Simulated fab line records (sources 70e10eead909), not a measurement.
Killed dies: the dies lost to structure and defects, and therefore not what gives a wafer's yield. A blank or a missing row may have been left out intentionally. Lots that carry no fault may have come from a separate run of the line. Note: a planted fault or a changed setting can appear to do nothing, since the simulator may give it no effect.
fab line records    flow nand_harc
record: lots: 5  wafers: 15  last_day: 25
route steps=1159 shown P_M1@296 P_M2@318 END@1159
lots untouched by any fault: they come from a run of this same line in which no faults occurred
start_h: the number of hours between the record's first day and the start of the first shown wafer of the lot    wait_h: how many hours have passed since the lot's step before this one    " the same as in the row above    L1.1+2: a row that stands for several wafers    - either no value or no given start    * or withheld: withheld    < > ~ a bound
route shown NAME@n: names a module that has steps shown in the file, with the first one's number in the route    usual: mean and standard deviation over wafers with no fault    same: alike in all rows    chamber/n: place in a boat    sites: each site's reading    _std_site: standard deviation of those values    _edge_site: inner sites' mean taken away from outer sites' mean    radius_mm: how far each site lies from the wafer's centre    mask NAME#n: copy n    behind: the most recent tool/chamber to have shaped the wafer    hold: what put the lot on hold/how long, in hours/how the hold closed    device: the transistor (n, p or np) that didn't switch    end of line: tests run on the same wafers once the route is complete    step lacking rows: just its recipe    killed: count of dies lost to structure and defects at first sort (not the wafer's yield)    map: a wafer's dies, marking killed ones x, the rest . and places with no die _
set.NAME: the setting the step ran with; set.NAME@STEP: the setting that earlier step ran with    model.NAME: the simulator's own value behind a step, which no gauge read
lots seen at some steps along the route; tables by step, rows by wafer
services: a tool's chamber out of use, with start hour (start_h, from the record's first day; less than 0 if before it), hours out, and reason
== steps ==
step: NHARC_P_M1_OVL_MEAS_10
recipe: pitch_nm: 260
usual: overlay_x_nm: 0.1/0.74  overlay_y_nm: 0.0/0.8
lot.wafer  tool        chamber  start_h  wait_h  overlay_x_nm  overlay_y_nm
L763.2     overlay-02  -        132.39   -       -1.8          -1.7
L763.4     "           -        "        "       -1.3          -1.7
L763.5     "           -        "        "       -1.4          -1.5
L769.1     overlay-02  -        166.61   -       -0.6          -0.1
L769.5     "           -        "        "       -1.1          0.3
L769.6     "           -        "        "       -0.8          1.0
L771.1     overlay-02  -        177.97   -       0.3           -0.4
L771.3     "           -        "        "       0.4           -0.7
L771.6     "           -        "        "       -0.3          -0.2
L770.1     overlay-01  -        178.29   -       -0.4          1.1
L770.4     "           -        "        "       -0.3          0.3
L770.5     "           -        "        "       -0.2          0.2
L782.4     overlay-01  -        241.73   -       2.0           -1.0
L782.5     "           -        "        "       1.2           -0.4
L782.6     "           -        "        "       1.4           -1.1
step: NHARC_P_M1_INSPECT_11
usual: raw_defect_count: 4.3/2.9
lot.wafer  tool               chamber  start_h  wait_h  raw_defect_count
L763.2     defect_inspect-02  -        132.42   0.0     6
L763.4     "                  -        "        "       7
L763.5     "                  -        "        "       4
L769.1     defect_inspect-02  -        166.64   0.0     2
L769.5     "                  -        "        "       5
L769.6     "                  -        "        "       3
L771.1     defect_inspect-01  -        178.01   0.0     4
L771.3     "                  -        "        "       1
L771.6     "                  -        "        "       4
L770.1     defect_inspect-02  -        178.33   0.0     9
L770.4     "                  -        "        "       8
L770.5     "                  -        "        "       5
L782.4     defect_inspect-02  -        241.77   0.0     4
L782.5     "                  -        "        "       4
L782.6     "                  -        "        "       2
step: NHARC_P_M1_DESCUM_14
recipe: time_s: 3  o2_flow_sccm: 200  ar_flow_sccm: 0  bias_power_w: 0  chemistry: O2
step: NHARC_P_M1_ETCH_35
recipe: target_depth_a: 400  overetch_a: 120  time_s: 43.94  ion_energy_ev: 200  n2_flow_sccm: 150  h2_flow_sccm: 150  ar_flow_sccm: 0  rf_w: 400  bias_w: 150  chemistry: N2/H2
usual: drypump_motor_current_A: 5.7/0.37  oes_product_au: 0.998/0.01  rf_vpp_V: 429.7/1.7  showerhead_plenum_p_Torr: 2.01/0.062  throttle_valve_pct: 14.171/0.0084
lot.wafer  tool         chamber  start_h  wait_h  drypump_motor_current_A  oes_product_au  rf_hours_counter_h  rf_vpp_V  showerhead_plenum_p_Torr  throttle_valve_pct
L763.2     rie_diel-07  0        132.58   0.1     6.3                      1.010           2                   429.3     2.03                      14.165
L763.4     "            1        "        "       5.1                      1.006           2                   427.7     2.00                      14.156
L763.5     "            3        "        "       5.9                      1.013           -                   429.3     2.01                      14.174
L769.1     rie_diel-06  2        166.80   0.1     5.9                      1.001           4                   428.4     2.00                      14.174
L769.6     "            3        "        "       5.5                      1.007           -                   429.2     1.92                      14.186
L769.5     "            0        "        "       5.4                      0.990           -                   430.6     2.02                      14.182
L771.1     rie_diel-07  2        178.17   0.1     6.0                      1.015           3                   431.7     2.07                      14.174
L771.3     "            1        "        "       5.1                      1.009           3                   428.9     2.00                      14.168
L771.6     "            0        "        "       6.3                      0.998           -                   431.9     2.03                      14.183
L770.4     rie_diel-03  2        178.47   0.1     5.3                      0.979           12                  430.3     2.02                      14.176
L770.1     "            0        "        "       5.8                      0.991           11                  432.5     2.16                      14.178
L770.5     "            2        "        "       5.3                      0.989           -                   429.4     2.02                      14.181
L782.4     rie_diel-03  2        241.91   0.1     5.3                      0.988           1                   429.0     2.02                      14.182
L782.5     "            2        "        "       5.3                      0.979           -                   429.9     2.02                      14.171
L782.6     "            3        "        "       5.6                      0.987           -                   429.1     1.99                      14.161
step: NHARC_P_M1_ETCH_15
recipe: target_depth_a: 1825  time_s: 91.2  c4f8_flow_sccm: withheld  ar_flow_sccm: 400  rf_w: 600  bias_w: 300  chemistry: C4F8/Ar
step: NHARC_P_M1_CD_MEAS_16
usual: cd_nm: 130.0/0.9
lot.wafer  tool       chamber  start_h  wait_h  cd_nm
L763.2     cd_sem-02  -        132.79   -       131.3
L763.4     "          -        "        "       131.7
L763.5     "          -        "        "       130.3
L769.1     cd_sem-02  -        167.01   -       128.7
L769.5     "          -        "        "       129.9
L769.6     "          -        "        "       128.8
L771.1     cd_sem-02  -        178.42   -       131.6
L771.3     "          -        "        "       129.8
L771.6     "          -        "        "       129.5
L770.1     cd_sem-03  -        178.69   -       130.0
L770.4     "          -        "        "       129.0
L770.5     "          -        "        "       128.8
L782.4     cd_sem-02  -        242.14   -       130.8
L782.5     "          -        "        "       130.2
L782.6     "          -        "        "       131.6
step: NHARC_P_M1_STRIP_18
recipe: power_w: 1000  n2_flow_sccm: 150  h2_flow_sccm: 150  ar_flow_sccm: 0  bias_w: 0  chemistry: N2/H2
step: NHARC_P_M1_ETCH_28
recipe: target_depth_a: 300  over_etch_frac: 0.3  time_s: 72.99  ion_energy_ev: 150  cf4_flow_sccm: 50  n2_flow_sccm: 100  ar_flow_sccm: 150  rf_w: 300  bias_w: 100  chemistry: CF4/N2
usual: drypump_motor_current_A: 5.7/0.37  oes_product_au: 0.999/0.0095  rf_vpp_V: 313.6/1.4  showerhead_plenum_p_Torr: 2.59/0.069  throttle_valve_pct: 19.794/0.0086
lot.wafer  tool         chamber  start_h  wait_h  drypump_motor_current_A  oes_product_au  rf_hours_counter_h  rf_vpp_V  showerhead_plenum_p_Torr  throttle_valve_pct
L763.4     rie_diel-03  2        -        -       5.3                      0.981           8                   313.0     2.60                      19.813
L763.2     "            1        "        "       6.0                      1.003           7                   311.6     2.48                      19.783
L763.5     "            3        "        "       5.5                      0.988           -                   313.0     2.57                      19.800
L769.1     rie_diel-07  0        -        -       6.3                      1.001           3                   312.6     2.61                      19.811
L769.5     "            0        "        "       6.2                      1.010           -                   313.7     2.61                      19.794
L769.6     "            1        "        "       5.1                      1.017           -                   311.8     2.58                      19.791
L771.1     rie_diel-07  2        -        -       6.0                      1.008           3                   315.4     2.66                      19.784
L771.3     "            0        "        "       6.3                      0.994           3                   314.7     2.61                      19.792
L771.6     "            2        "        "       6.0                      1.010           -                   314.9     2.66                      19.793
L770.1     rie_diel-03  0        -        -       5.8                      1.002           11                  316.5     2.76                      19.791
L770.4     "            1        "        "       6.0                      1.002           11                  312.7     2.48                      19.793
L770.5     "            1        "        "       6.0                      1.002           -                   312.4     2.48                      19.787
L782.4     rie_diel-03  2        -        -       5.2                      0.985           1                   314.2     2.60                      19.793
L782.5     "            0        "        "       5.8                      1.010           -                   317.0     2.76                      19.794
L782.6     "            1        "        "       6.0                      0.995           -                   313.0     2.47                      19.814
step: NHARC_P_M1_STRIP_19
recipe: time_s: 600  temp_c: 30  chemistry: post_etch_residue_remover
step: NHARC_P_M1_DEGAS_29
recipe: temp_c: 250  time_s: 60
step: NHARC_P_M1_PRE_CLEAN_30
recipe: time_s: 30  temp_c: 280  gas: H2/He
step: NHARC_P_M1_PVD_20
recipe: target_thk_a: 50  bias_v: 168.6  power_w: 15000  chamber_pressure_pa: 0.12  time_s: 8.06  substrate_temp_c: 50  material: TaN
step: NHARC_P_M1_PVD_21
recipe: target_thk_a: 300  chamber_pressure_pa: 5  power_w: 5000  substrate_temp_c: 30  time_s: 20.49  material: Cu
usual: throttle_valve_pct: 29.7/0.8
lot.wafer  tool            chamber  start_h  wait_h  throttle_valve_pct
L763.2     pvd_sputter-02  -        133.78   -       28.7
L763.4     "               -        "        "       29.3
L763.5     "               -        "        "       29.8
L769.1     pvd_sputter-02  -        167.97   -       30.5
L769.6     "               -        "        "       29.3
L769.5     "               -        "        "       30.2
L771.1     pvd_sputter-03  -        179.42   -       30.6
L771.3     "               -        "        "       30.1
L771.6     "               -        "        "       30.1
L770.4     pvd_sputter-01  -        179.62   -       31.1
L770.1     "               -        "        "       29.8
L770.5     "               -        "        "       28.9
L782.4     pvd_sputter-03  -        243.12   -       30.2
L782.5     "               -        "        "       29.3
L782.6     "               -        "        "       30.4
step: NHARC_P_M1_ECD_22
recipe: target_thk_a: 4000  bath_temp_c: 25  material: Cu
step: NHARC_P_M1_ANNEAL_31
recipe: temp_c: 225  time_s: 90
step: NHARC_P_M1_CMP_23
recipe: t_overpolish_s: 20  target_thk_nm: 157.82
step: NHARC_P_M1_SRD_25
step: NHARC_P_M1_PRE_CLEAN_32
recipe: time_s: 12  temp_c: 370  rf_power_w: 300  gas: NH3
step: NHARC_P_M1_DEP_33
recipe: target_thk_a: 300  temp_c: 370  target_thk_nm: 30  pressure_torr: 3  flow_sccm: 200  rf_w: 450  material: SiCN
usual: heater_power_w: 549/84
lot.wafer  tool      chamber  start_h  wait_h  heater_power_w
L763.2     pecvd-02  0        135.36   0.1     519
L763.5     "         0        "        "       533
L763.4     "         1        "        "       478
L769.1     pecvd-02  1        169.48   0.1     440
L769.6     "         1        "        "       444
L769.5     "         2        "        "       624
L771.1     pecvd-02  1        180.91   0.1     388
L771.3     "         0        "        "       506
L771.6     "         2        "        "       649
L770.1     pecvd-03  0        181.17   0.1     479
L770.5     "         0        "        "       489
L770.4     "         1        "        "       609
L782.5     pecvd-03  2        244.89   0.2     751
L782.6     "         0        "        "       500
L782.4     "         1        "        "       617
step: NHARC_P_M2_DEP_00
recipe: target_thk_a: 1825  target_thk_nm: 182.5  temp_c: withheld  pressure_torr: 5  flow_sccm: 200  rf_w: 600  material: SiOC
step: NHARC_P_M2_DEHYDRATE_01
recipe: temp_c: 150  time_s: 120
step: NHARC_P_M2_HMDS_02
recipe: time_s: 30
step: NHARC_P_M2_COAT_34
recipe: temp_c: 200  time_s: 65
step: NHARC_P_M2_COAT_03
recipe: spin_rpm: 1500  resist_thk_nm: 90
step: NHARC_P_M2_SOFTBAKE_04
recipe: temp_c: 105  time_s: 55
step: NHARC_P_M2_EBR_05
step: NHARC_P_M2_EXPOSE_06
recipe: na: 1.35  target_cd_nm: 170  dose_mj: 80.78  mask_id: P_M2
step: NHARC_P_M2_PEB_07
recipe: peb_temp_c: 100  peb_time_s: 65
step: NHARC_P_M2_DEVELOP_08
recipe: develop_time_s: 35  dev_temp_c: 23
step: NHARC_P_M2_CD_MEAS_09
recipe: target_cd_nm: 170  landing_energy_ev: 500
usual: cd_nm: 170.1/0.61
lot.wafer  tool       chamber  start_h  wait_h  cd_nm
L763.2     cd_sem-02  0        136.55   -       171.0
L763.4     "          0        "        "       170.3
L763.5     "          0        "        "       170.8
L769.1     cd_sem-03  0        170.67   -       170.0
L769.5     "          0        "        "       169.5
L769.6     "          0        "        "       171.2
L771.1     cd_sem-02  0        182.17   -       169.8
L771.3     "          0        "        "       170.6
L771.6     "          0        "        "       170.3
L770.1     cd_sem-01  0        182.40   -       170.2
L770.4     "          0        "        "       170.8
L770.5     "          0        "        "       170.8
L782.4     cd_sem-03  0        245.90   -       170.1
L782.5     "          0        "        "       170.1
L782.6     "          0        "        "       169.9
step: NHARC_P_M2_OVL_MEAS_10
recipe: pitch_nm: 340
usual: overlay_x_nm: 0.1/0.83  overlay_y_nm: 0.1/1
lot.wafer  tool        chamber  start_h  wait_h  overlay_x_nm  overlay_y_nm
L763.2     overlay-01  -        136.64   -       -1.0          -0.9
L763.4     "           -        "        "       -0.1          -0.6
L763.5     "           -        "        "       -0.7          -0.8
L769.1     overlay-01  -        170.76   -       -1.1          -1.2
L769.5     "           -        "        "       -0.5          -0.8
L769.6     "           -        "        "       -0.9          -1.5
L771.1     overlay-02  -        182.25   -       1.5           -0.5
L771.3     "           -        "        "       1.8           -1.5
L771.6     "           -        "        "       1.4           -1.0
L770.1     overlay-01  -        182.49   -       0.2           0.2
L770.4     "           -        "        "       0.3           0.0
L770.5     "           -        "        "       0.7           0.0
L782.4     overlay-02  -        245.98   -       -0.5          -0.9
L782.5     "           -        "        "       -0.6          -1.0
L782.6     "           -        "        "       -0.4          -1.3
step: NHARC_P_M2_DESCUM_14
recipe: time_s: 3  o2_flow_sccm: 200  ar_flow_sccm: 0  bias_power_w: 0  chemistry: O2
usual: drypump_motor_current_A: 5.6/0.5  oes_product_au: 1.000/0.0076  rf_vpp_V: 58.0/0.94  showerhead_plenum_p_Torr: 1.97/0.079  throttle_valve_pct: 11.311/0.0086
same: bias_power_w: 0
lot.wafer  tool         chamber  start_h  wait_h  drypump_motor_current_A  oes_product_au  rf_hours_counter_h  rf_vpp_V  showerhead_plenum_p_Torr  throttle_valve_pct
L763.2     rie_diel-09  1        136.75   0.1     5.6                      1.007           1                   58.3      2.04                      11.313
L763.4     "            2        "        "       5.8                      1.009           1                   58.9      2.00                      11.302
L763.5     "            3        "        "       4.7                      0.995           -                   57.4      2.04                      11.301
L769.1     rie_diel-09  1        170.86   0.1     5.7                      1.001           3                   58.9      2.04                      11.310
L769.5     "            1        "        "       5.7                      0.999           -                   58.5      2.04                      11.323
L769.6     "            2        "        "       5.8                      1.004           -                   58.1      2.00                      11.309
L771.3     rie_diel-09  2        182.36   0.1     5.8                      1.004           3                   57.2      2.00                      11.328
L771.1     "            3        "        "       4.7                      0.999           3                   58.9      2.04                      11.318
L771.6     "            2        "        "       5.8                      1.011           -                   58.4      2.00                      11.318
L770.4     rie_diel-13  1        182.60   0.1     6.1                      1.002           12                  57.4      1.95                      11.310
L770.1     "            2        "        "       6.2                      1.009           12                  57.1      1.78                      11.303
L770.5     "            1        "        "       6.1                      1.001           -                   57.6      1.95                      11.314
L782.4     rie_diel-09  2        246.09   0.1     5.8                      1.003           5                   59.3      2.00                      11.293
L782.5     "            0        "        "       6.0                      0.989           -                   58.5      1.95                      11.304
L782.6     "            1        "        "       5.7                      0.997           -                   58.2      2.04                      11.302
step: NHARC_P_M2_ETCH_35
recipe: target_depth_a: 400  overetch_a: 120  time_s: 43.94  ion_energy_ev: 200  n2_flow_sccm: 150  h2_flow_sccm: 150  ar_flow_sccm: 0  rf_w: 400  bias_w: 150  chemistry: N2/H2
step: NHARC_P_M2_ETCH_15
recipe: target_depth_a: 1825  time_s: 91.2  c4f8_flow_sccm: withheld  ar_flow_sccm: 400  rf_w: 600  bias_w: 300  chemistry: C4F8/Ar
step: NHARC_P_M2_CD_MEAS_16
usual: cd_nm: 170.0/0.74
lot.wafer  tool       chamber  start_h  wait_h  cd_nm
L763.2     cd_sem-02  -        137.04   -       169.8
L763.4     "          -        "        "       170.9
L763.5     "          -        "        "       170.9
L769.1     cd_sem-03  -        171.16   -       169.7
L769.5     "          -        "        "       169.4
L769.6     "          -        "        "       170.8
L771.1     cd_sem-02  -        182.67   -       170.3
L771.3     "          -        "        "       171.4
L771.6     "          -        "        "       170.0
L770.1     cd_sem-03  -        182.89   -       171.4
L770.4     "          -        "        "       170.9
L770.5     "          -        "        "       170.8
L782.4     cd_sem-02  -        246.39   -       170.0
L782.5     "          -        "        "       169.5
L782.6     "          -        "        "       169.3
step: NHARC_P_M2_STRIP_18
recipe: power_w: 1000  n2_flow_sccm: 150  h2_flow_sccm: 150  ar_flow_sccm: 0  bias_w: 0  chemistry: N2/H2
usual: drypump_motor_current_A: 5.6/0.54  oes_product_au: 1.001/0.0088  rf_vpp_V: 90.9/1  showerhead_plenum_p_Torr: 2.08/0.094  throttle_valve_pct: 14.171/0.0099
lot.wafer  tool         chamber  start_h  wait_h  drypump_motor_current_A  oes_product_au  rf_hours_counter_h  rf_vpp_V  showerhead_plenum_p_Torr  throttle_valve_pct
L763.4     rie_diel-09  0        137.14   0.1     6.0                      1.010           2                   91.9      2.08                      14.153
L763.2     "            1        "        "       5.7                      1.003           1                   90.4      2.18                      14.167
L763.5     "            3        "        "       4.7                      1.024           -                   91.5      2.18                      14.176
L769.1     rie_diel-13  3        171.32   0.1     5.6                      1.006           11                  91.1      2.14                      14.193
L769.5     "            0        "        "       5.1                      0.992           -                   90.4      1.94                      14.166
L769.6     "            1        "        "       6.1                      0.993           -                   89.7      2.08                      14.167
L771.3     rie_diel-09  0        182.75   0.1     6.0                      0.988           3                   92.4      2.08                      14.180
L771.1     "            2        "        "       5.8                      0.999           3                   89.8      2.13                      14.159
L771.6     "            0        "        "       6.0                      0.989           -                   91.2      2.08                      14.165
L770.1     rie_diel-11  3        182.97   0.1     4.9                      0.994           62                  91.0      1.94                      14.166
L770.4     "            2        "        "       6.0                      1.008           60                  91.3      2.03                      14.181
L770.5     "            0        "        "       5.9                      1.024           -                   89.7      1.92                      14.171
L782.4     rie_diel-09  0        246.48   0.1     6.0                      0.997           6                   91.9      2.07                      14.188
L782.5     "            3        "        "       4.7                      1.013           -                   92.1      2.18                      14.164
L782.6     "            0        "        "       6.0                      0.995           -                   91.2      2.07                      14.175
step: NHARC_P_M2_ETCH_28
recipe: target_depth_a: 300  over_etch_frac: 0.3  time_s: 72.99  ion_energy_ev: 150  cf4_flow_sccm: 50  n2_flow_sccm: 100  ar_flow_sccm: 150  rf_w: 300  bias_w: 100  chemistry: CF4/N2
step: NHARC_P_M2_STRIP_19
recipe: time_s: 600  temp_c: 30  chemistry: post_etch_residue_remover
step: NHARC_END_SORT_01
recipe: temp_c: 25
usual: defect_limited_yield: 95.4/1.8  killed_at_array: 27/12  killed_at_other: 0.5/0.9  killed_at_periphery: 3.7/2.7  killed_dies: 31/12  killed_open: 3.3/2  killed_short: 2.0/1.4  sort_bin_2_pct: 1.4/0.74  sort_bin_3_pct: 0.25/0.2  sort_bin_4_pct: 2.9/1.1  sort_n_pass: 646/12  sort_rim_yield_pct: 96.4/2.8  sort_yield_pct: 95.4/1.8
same: gross_dies: 677  sort_bin_5_pct[%]: 0  sort_bin_6_pct[%]: 0  sort_bin_7_pct[%]: 0  sort_bin_8_pct[%]: 0  sort_rim_n_gross: 106.00
lot.wafer  tool       chamber  start_h  wait_h  defect_limited_yield[%]  killed_at_array  killed_at_other  killed_at_periphery  killed_dies  killed_open  killed_short  sort_bin_2_pct[%]  sort_bin_3_pct[%]  sort_bin_4_pct[%]  sort_n_pass  sort_rim_yield_pct[%]  sort_yield_pct[%]
L763.2     prober-01  0        488.69   2.8     94.8                     30               0                5                    35           5            1             1.2                0.15               3.8                642          98.1                   94.8
L763.4     prober-01  0        490.30   3.4     95.7                     23               0                6                    29           3            2             1.2                0.30               2.8                648          96.2                   95.7
L763.5     prober-01  0        491.10   3.7     96.5                     19               1                4                    24           4            0             1.0                0.30               2.2                653          100.0                  96.5
L769.1     prober-01  0        503.55   2.5     91.4                     24               0                34                   58           4            0             3.2                1.62               3.7                619          86.8                   91.4
L769.5     prober-01  0        506.69   3.6     91.7                     19               0                37                   56           3            4             3.4                1.48               3.4                621          85.8                   91.7
L769.6     prober-01  0        507.48   3.9     82.6                     35               0                83                   118          6            2             7.2                3.10               7.1                559          96.2                   82.6
L771.1     prober-01  0        511.33   2.5     98.2                     11               0                1                    12           1            3             0.7                0.30               0.7                665          99.1                   98.2
L771.3     prober-01  0        512.92   3.1     96.2                     24               1                1                    26           5            2             1.3                0.15               2.4                651          98.1                   96.2
L771.6     prober-01  0        515.29   4.0     97.2                     15               0                4                    19           6            1             1.0                0                  1.8                658          96.2                   97.2
L770.1     prober-02  0        511.45   2.5     94.8                     31               0                4                    35           2            1             1.2                0.15               3.8                642          99.1                   94.8
L770.4     prober-02  0        513.82   3.4     95.4                     24               0                7                    31           3            1             1.6                0.30               2.7                646          98.1                   95.4
L770.5     prober-02  0        514.61   3.7     96.2                     20               0                6                    26           2            1             1.0                0.44               2.4                651          98.1                   96.2
L782.4     prober-02  0        588.70   3.4     97.3                     14               2                2                    18           3            1             0.1                0                  2.5                659          96.2                   97.3
L782.5     prober-02  0        589.50   3.7     97.5                     14               0                3                    17           5            2             0.9                0.15               1.5                660          94.3                   97.5
L782.6     prober-02  0        590.30   4.0     98.1                     11               2                0                    13           2            0             0.6                0                  1.3                664          98.1                   98.1
killed by level:class
L763.2 A_CHANNEL_HOLE_D1:chamber_film_flake=17 A_M0:geometric_particle:open=4 P_GATE:chamber_film_flake=4 A_STAIRCASE:chamber_film_flake=3 A_CONTACT:chamber_film_flake=3 A_CONTACT:geometric_particle:open=1 A_M0:geometric_particle:short=1 P_ZERO_WELL:chamber_film_flake=1
L763.4 A_CHANNEL_HOLE_D1:chamber_film_flake=12 A_M0:geometric_particle:open=2 P_ZERO_WELL:chamber_film_flake=2 P_STI:chamber_film_flake=2 P_GATE:chamber_film_flake=2 A_WL_FILL:chamber_film_flake=2 A_CONTACT:chamber_film_flake=2 A_WL_FILL:geometric_particle:short=1
L763.5 A_CHANNEL_HOLE_D1:chamber_film_flake=10 A_CONTACT:chamber_film_flake=4 A_STAIRCASE:chamber_film_flake=3 P_M0:geometric_particle:open=2 P_STI:chamber_film_flake=2 A_CONTACT:geometric_particle:open=1 A_M0:geometric_particle:open=1 THIN_TSV:chamber_film_flake=1
L769.1 P_M1:unspecified=32 A_SLIT:chamber_film_flake=19 P_M1:geometric_particle:open=1 A_ONON_D1:geometric_particle:open=1 A_CHANNEL_FILL_D1:geometric_particle:open=1 A_BLC:geometric_particle:open=1 P_GATE:chamber_film_flake=1 A_CHANNEL_HOLE_D1:chamber_film_flake=1
L769.5 P_M1:unspecified=32 A_CONTACT:chamber_film_flake=6 A_SLIT:chamber_film_flake=4 P_M0:geometric_particle:short=2 P_GATE:chamber_film_flake=2 A_STAIRCASE:chamber_film_flake=2 A_ONON_D1:geometric_particle:short=1 A_CHANNEL_HOLE_D1:geometric_particle:open=1
L769.6 P_M1:unspecified=80 A_SLIT:chamber_film_flake=18 A_CONTACT:chamber_film_flake=7 A_CONTACT:geometric_particle:open=2 A_M0:geometric_particle:open=2 A_STAIRCASE:chamber_film_flake=2 P_STI:geometric_particle:short=1 P_STI:geometric_particle:open=1
L771.1 A_CHANNEL_HOLE_D1:chamber_film_flake=2 A_STAIRCASE:chamber_film_flake=2 A_ONON_D1:geometric_particle:open=1 A_SGD_CUT:geometric_particle:short=1 A_CONTACT:geometric_particle:short=1 A_M1:geometric_particle:short=1 P_STI:chamber_film_flake=1 A_ZERO_WELL:chamber_film_flake=1
L770.1 A_CHANNEL_HOLE_D1:chamber_film_flake=24 P_M0:chamber_film_flake=2 A_CHANNEL_FILL_D1:chamber_film_flake=2 A_ONON_D1:geometric_particle:open=1 A_WL_FILL:geometric_particle:short=1 A_CONTACT:geometric_particle:open=1 P_STI:chamber_film_flake=1 P_GATE:chamber_film_flake=1
L771.3 A_STAIRCASE:chamber_film_flake=12 A_CHANNEL_HOLE_D1:chamber_film_flake=3 A_CHANNEL_FILL_D1:geometric_particle:open=2 A_M0:geometric_particle:open=2 A_CHANNEL_FILL_D1:geometric_particle:short=1 A_WL_FILL:geometric_particle:short=1 A_CONTACT:geometric_particle:open=1 P_STI:chamber_film_flake=1
L770.4 A_CHANNEL_HOLE_D1:chamber_film_flake=15 P_M0:chamber_film_flake=3 A_STAIRCASE:chamber_film_flake=3 P_CONTACT:chamber_film_flake=2 A_WL_FILL:chamber_film_flake=2 P_M0:geometric_particle:open=1 A_ONON_D1:geometric_particle:open=1 A_ONON_D1:geometric_particle:short=1
L770.5 A_CHANNEL_HOLE_D1:chamber_film_flake=18 P_CONTACT:chamber_film_flake=2 P_STI:geometric_particle:open=1 P_CONTACT:geometric_particle:short=1 A_WL_FILL:geometric_particle:open=1 P_M0:chamber_film_flake=1 P_M2:chamber_film_flake=1 A_STAIRCASE:chamber_film_flake=1
L771.6 A_CONTACT:chamber_film_flake=7 A_WL_FILL:geometric_particle:open=2 P_GATE:geometric_particle:open=1 A_CHANNEL_FILL_D1:geometric_particle:open=1 A_CONTACT:geometric_particle:short=1 A_CONTACT:geometric_particle:open=1 A_BLC:geometric_particle:open=1 P_ZERO_WELL:chamber_film_flake=1
L782.4 A_CHANNEL_HOLE_D1:chamber_film_flake=5 A_CONTACT:chamber_film_flake=3 P_ZERO_WELL:chamber_film_flake=2 A_ONON_D1:geometric_particle:open=1 A_CONTACT:geometric_particle:open=1 A_CONTACT:geometric_particle:short=1 A_BLC:geometric_particle:open=1 A_CHANNEL_FILL_D1:chamber_film_flake=1
L782.5 A_CHANNEL_HOLE_D1:chamber_film_flake=4 A_CONTACT:chamber_film_flake=4 P_GATE:geometric_particle:open=1 P_CONTACT:geometric_particle:open=1 A_ONON_D1:geometric_particle:open=1 A_CHANNEL_FILL_D1:geometric_particle:short=1 A_CONTACT:geometric_particle:open=1 A_M0:geometric_particle:short=1
L782.6 A_CHANNEL_HOLE_D1:chamber_film_flake=4 A_CONTACT:chamber_film_flake=3 THIN_TSV:chamber_film_flake=2 A_ONON_D1:geometric_particle:open=1 A_CHANNEL_HOLE_D1:geometric_particle:open=1 A_CHANNEL_FILL_D1:chamber_film_flake=1 A_STAIRCASE:chamber_film_flake=1
map L769.6 (x killed, . not)
____________.____________
_________...x..._________
_______..........._______
______..........x..______
_____..............._____
____.x...............____
____..x..............____
___.........x.x.......___
___.......x...........___
__......x..xx........x.__
__.....xx.x............__
_.....x.xx.x............_
_........xxx............_
_.......x..xx..........._
_......................._
_...........x.x........._
...x.......xxxxxx........
..........x.xxxxx........
.........x.xxxxxxx....x..
..........xxxxxxx........
..........xxxxxxx........
_.........xxxxxxx......._
_........xxxxxxxxx......_
_........xxxxxxxxx......_
_.........xxxxxxx.xx.x.._
_.........xxxxxxxx.x..x._
__......x..x..xx......x__
__....x............x...__
___..x.........x......___
___...........x.......___
____..............x..____
____.................____
_____..............._____
______.............______
_______..........._______
_________......._________
____________.____________
map L763.2 (x killed, . not)
____________.____________
_________......._________
_______..........._______
______.............______
_____..............._____
____...............x.____
____.................____
___.............x.....___
___...................___
__.....................__
__.....................__
_................x......_
_....x...x.............._
_.........x...x........._
_..x.x.................._
_....xx..........x......_
..x.xxxx.................
...x.xx..x.x.............
.......xx................
......x.....x............
.....x........x..........
_......................._
_......x................_
_....................xx._
_......................._
_.........x............._
__....................x__
__.....................__
___...................___
___.......x...........___
____.................____
____.......x.........____
_____..............._____
______.............______
_______..........._______
_________......._________
____________.____________
== services ==
tool            chamber  start_h  hours  kind
rie_diel-09     0        110.60   -      clean
rie_diel-09     1        110.60   -      clean
rie_diel-09     2        110.60   -      clean
rie_diel-09     3        110.60   -      clean
pecvd-03        -        111.29   13.0   pm
pvd_sputter-03  -        116.72   3.6    repair
pecvd-02        1        117.41   11.5   repair
rie_diel-03     0        131.63   1.3    repair
rie_diel-09     0        135.10   -      clean
pecvd-02        -        153.00   13.0   pm
pvd_sputter-01  -        165.19   10.0   pm
rie_diel-07     3        170.83   11.6   repair
rie_diel-03     1        172.42   5.6    repair
pvd_sputter-03  -        180.46   4.8    repair
rie_diel-03     1        181.79   6.0    repair
rie_diel-11     -        190.89   9.0    pm
pvd_sputter-03  -        191.94   1.0    repair
pecvd-03        0        206.26   7.3    repair
rie_diel-03     -        211.52   1.7    repair
pvd_sputter-02  -        214.00   10.0   pm
rie_diel-03     -        215.30   9.0    pm
rie_diel-13     0        220.03   3.6    repair
rie_diel-07     -        228.20   9.0    pm
rie_diel-06     -        241.33   9.0    pm
== key ==
first_sign: step: NHARC_END_SORT_01  reading: killed_at_periphery  direction: up  sigmas: 18  usual: 3.7  struck: 51.3
effect: step: NHARC_END_SORT_01  reading: defect_limited_yield  direction: down  sigmas: 3.8  usual: 95.4  struck: 88.6
more_kills_born_at: NHARC_P_M1_PVD_21@pvd_sputter-02: 144
met_at NHARC_P_M1_PVD_21
struck_wafers L769.1,L769.5,L769.6
onset_between 133.78 167.97
also_fits NHARC_P_M1_ETCH_35:rie_diel-06,NHARC_P_M2_STRIP_18:rie_diel-13
fault: kind: chamber_particle_source  tool: pvd_sputter-02  chamber: -  onset_h: 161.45  steps: NHARC_P_M1_PVD_21  rate_per_visit_cm2: 0.5781
